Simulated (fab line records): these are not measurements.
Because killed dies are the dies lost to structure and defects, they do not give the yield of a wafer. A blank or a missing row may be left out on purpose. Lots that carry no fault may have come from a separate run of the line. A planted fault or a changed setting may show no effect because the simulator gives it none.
A struck lot beside a sound one ; flow nandHarc ; 15 steps out of a route of 1302
Sound: these wafers, L658.3, L658.5, L658.6. Struck: wafer L662.3. At the end, the cause is stated.
Per side, at each step with rows, come the tool, then ch with its chambers, and then its first start. Under that, the readings that differ: sound wafers ; struck wafers ; difference of the means ; sigmas: that difference in standard deviations of wafers without a fault.
alike: words and numbers the same on both sides, and readings whose means are apart by under 2 such deviations; not compared: readings that were withheld, readings missing a value for some wafer, numbers with overlapping values and no deviation given by the record, and bounds like >300 which may hide the same value.
The two part at a step that has a row with sigmas, a row that says differs or no value, or rows on one side only. Non-overlapping numbers with no deviation appear without sigmas and do not part them. A reading missing from all wafers of one side parts the sides only when that side holds two or more wafers.

first, 6 steps without rows for these wafers: NHARC_P_CONTACT_COAT_06 (resist thk 90 nm); NHARC_P_CONTACT_SOFTBAKE_07 (time 55 s); NHARC_P_CONTACT_EBR_08; NHARC_P_CONTACT_EXPOSE_09 (exposes mask P CA, target cd 90 nm); NHARC_P_CONTACT_PEB_10 (peb time 65 s); NHARC_P_CONTACT_DEVELOP_11 (develop time 35 s).
NHARC_P_CONTACT_CD_MEAS_12 targets a cd of 90 nm.
  sound on cdSem-03 ch 0, day 5 19:48; struck on cdSem-03 ch 0, day 7 17:31
reading;sound;struck;difference;sigmas
cdNm (nm);89.6 88.9 90.0;90.9;+1.4;+3
NHARC_P_CONTACT_OVL_MEAS_13:
  sound on overlay-02, day 5 19:53; struck on overlay-02, day 7 17:35
  alike: overlayXNm, overlayYNm
NHARC_P_CONTACT_INSPECT_14:
  sound on defectInspect-02, day 5 19:55; struck on defectInspect-02, day 7 17:38
  alike: rawDefectCount
NHARC_P_CONTACT_DESCUM_17: chemistry O2, time 3 s.
  sound on rieDiel-13 ch 0,1,2, day 5 20:00; struck on rieDiel-13 ch 2, day 7 17:42
  alike: drypumpMotorCurrentA, oesProductAu, rfVppV, showerheadPlenumPTorr, throttleValvePct
  not compared: rfHoursCounterH
NHARC_P_CONTACT_ETCH_35: etches the open film in CF4, target depth 39 nm, time 65 s.
  sound on rieDiel-13 ch 1,2, day 5 20:04; struck on rieDiel-13 ch 1, day 7 17:47
reading;sound;struck;difference;sigmas
oesProductAu (a.u.);1.012 1.012 1.005;0.995;-0.015;-2
  alike: drypumpMotorCurrentA, rfVppV, runLengthS, showerheadPlenumPTorr, throttleValvePct
  not compared: rfHoursCounterH
NHARC_P_CONTACT_ETCH_36: etches the open film in N2/H2, target depth 260 nm, time 406.25 s.
  sound: rieDiel-13 ch 1,2,3; struck: rieDiel-13 ch 3
  alike: drypumpMotorCurrentA, oesProductAu, rfVppV, runLengthS, showerheadPlenumPTorr, throttleValvePct
  not compared: rfHoursCounterH
NHARC_P_CONTACT_ETCH_18: etches the open film in C4F8/O2/Ar, target depth 481 nm, time 240.5 s.
  sound on rieDiel-13 ch 0,3, day 5 20:29; struck on rieDiel-13 ch 0, day 7 18:11
reading;sound;struck;difference;sigmas
runLengthS (s);261.7 262.3 261.5;199.6;-62.2;-99 or more
  alike: oesProductAu, rfVppV
  not compared: rfHoursCounterH
then, 1 step without rows for these wafers: NHARC_P_CONTACT_STRIP_37 (strips in C4F8/O2/Ar).
NHARC_END_SORT_01:
  the record has rows for the sound wafers here (prober-02 ch 0, day 23 07:31) and none for the struck ones

WHERE THEY PART
At NHARC_P_CONTACT_CD_MEAS_12 first; at NHARC_END_SORT_01 last (within this record only).

WHY: the cause the simulator had injected
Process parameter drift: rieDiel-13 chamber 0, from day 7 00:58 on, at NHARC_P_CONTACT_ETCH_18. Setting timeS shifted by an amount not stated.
